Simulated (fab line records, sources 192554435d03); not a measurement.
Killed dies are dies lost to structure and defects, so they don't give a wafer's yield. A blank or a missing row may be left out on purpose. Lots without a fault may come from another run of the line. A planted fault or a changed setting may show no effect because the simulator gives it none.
One fault seen from 3 desks | flow n5_finfet | each desk has only its own numbers; what lay behind them comes last

THE TOOL OWNER'S DESK: rie_diel-03
The tool's own readings at N5_BEOL_M0_STRIP_104 (strips in N2/H2): means of the sampled wafers that have a number, for each lot that ran on this tool. A lot is out of limits, marked OUT, if its mean lies more than 4 standard deviations from the usual mean; the brackets give that distance.
Columns: A = drypump_motor_current_A at N5_BEOL_M0_STRIP_104, usual 5.6 A; B = oes_product_au at N5_BEOL_M0_STRIP_104, usual 0.78 a.u.; C = power_w at N5_BEOL_M0_STRIP_104, usual 450.0 W; D = rf_vpp_V at N5_BEOL_M0_STRIP_104, usual 59.1 V; E = showerhead_plenum_p_Torr at N5_BEOL_M0_STRIP_104, usual 2.54 Torr; F = temp_c at N5_BEOL_M0_STRIP_104, usual 40.00 C; G = throttle_valve_pct at N5_BEOL_M0_STRIP_104, usual 23.6 %
lot  | first seen here | A   | B    | C               | D    | E    | F     | G
L102 | day 6 18:01     | 5.7 | 0.72 | 449.5           | 58.7 | 2.57 | 39.95 | 23.7
L109 | day 8 14:40     | 5.6 | 0.74 | 376.1 (-62) OUT | 59.8 | 2.49 | 40.06 | 23.6
L112 | day 9 07:20     | 5.6 | 0.81 | 377.7 (-60) OUT | 60.1 | 2.53 | 39.94 | 23.6
This desk's finding: out of limits on L109, L112; first on L109, day 8 14:40 (power_w at N5_BEOL_M0_STRIP_104). In limits: L102.

THE DEFECT DESK
What the inspections along the route counted, lot by lot: means of the sampled wafers that have a number. A lot is out of limits, marked OUT, if its mean lies more than 4 standard deviations from the usual mean; the brackets give that distance.
Columns: A = raw_defect_count at N5_BEOL_M0_CUTY_INSPECT_59, usual 2.0
lot  | first seen here | A
L101 | day 6 09:15     | 1.0
L102 | day 6 16:53     | 1.0
L109 | day 8 10:00     | 2.7
L110 | day 8 21:29     | 1.0
L112 | day 9 06:16     | 1.7
L117 | day 10 08:31    | 2.3
This desk's finding: nothing out of limits on any of the 6 lots.

THE METROLOGY DESK
What the gauges read, lot by lot, whatever tool the lot ran on: means of the sampled wafers that have a number. A lot is out of limits, marked OUT, if its mean lies more than 4 standard deviations from the usual mean; the brackets give that distance. Of its 12 readings 7 are shown: those that lie furthest out on some lot.
Columns: A = cd_nm at N5_BEOL_M0_CUTY_CD_MEAS_57, usual 200.3 nm; B = M0_ABLK_OVL at N5_BEOL_M0_CUTY_OVL_MEAS_58, usual -0.2 nm; C = IOFF_P at N5_BEOL_M4_RC_MEAS_101, usual 0.21 nA/um; D = ION_P at N5_BEOL_M4_RC_MEAS_101, usual 462 uA/um; E = SS_N at N5_BEOL_M4_RC_MEAS_101, usual 71.5 mV/dec; F = VT_N at N5_BEOL_M4_RC_MEAS_101, usual 250 mV; G = VT_P at N5_BEOL_M4_RC_MEAS_101, usual -250 mV
lot  | first seen here | A     | B    | C    | D   | E    | F   | G
L101 | day 6 09:12     | 200.4 | -0.9 | 0.16 | 454 | 71.3 | 254 | -256
L102 | day 6 16:50     | 199.4 | -1.0 | 0.17 | 453 | 71.1 | 251 | -253
L109 | day 8 09:56     | 199.3 | -0.1 | 0.22 | 462 | 71.7 | 248 | -250
L110 | day 8 21:24     | 200.7 | -0.3 | 0.20 | 464 | 71.4 | 250 | -251
L112 | day 9 06:12     | 200.8 | -1.4 | 0.18 | 460 | 71.3 | 251 | -254
L117 | day 10 08:28    | 200.6 | -0.3 | 0.22 | 466 | 70.9 | 253 | -252
This desk's finding: nothing out of limits on any of the 6 lots.

PUT TOGETHER
The tool owner's desk could have raised an alarm at day 8 14:40, on L109, L112.
The defect desk saw nothing out of limits.
The metrology desk saw nothing out of limits.
The defect desk has L109, L112 on record, within its limits.
The metrology desk has L109, L112 on record, within its limits.
Of the lots named, all ran N5_BEOL_M0_STRIP_104 on rie_diel-03.

WHAT THE SIMULATOR HAD PUT IN
Process parameter drift: rie_diel-03, from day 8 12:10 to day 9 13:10, at N5_BEOL_M0_STRIP_104. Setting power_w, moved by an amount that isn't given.
Lots struck among those shown: L109, L112.
Hours from the fault's start to each desk's first reading out of limits: the tool owner's desk, 2.
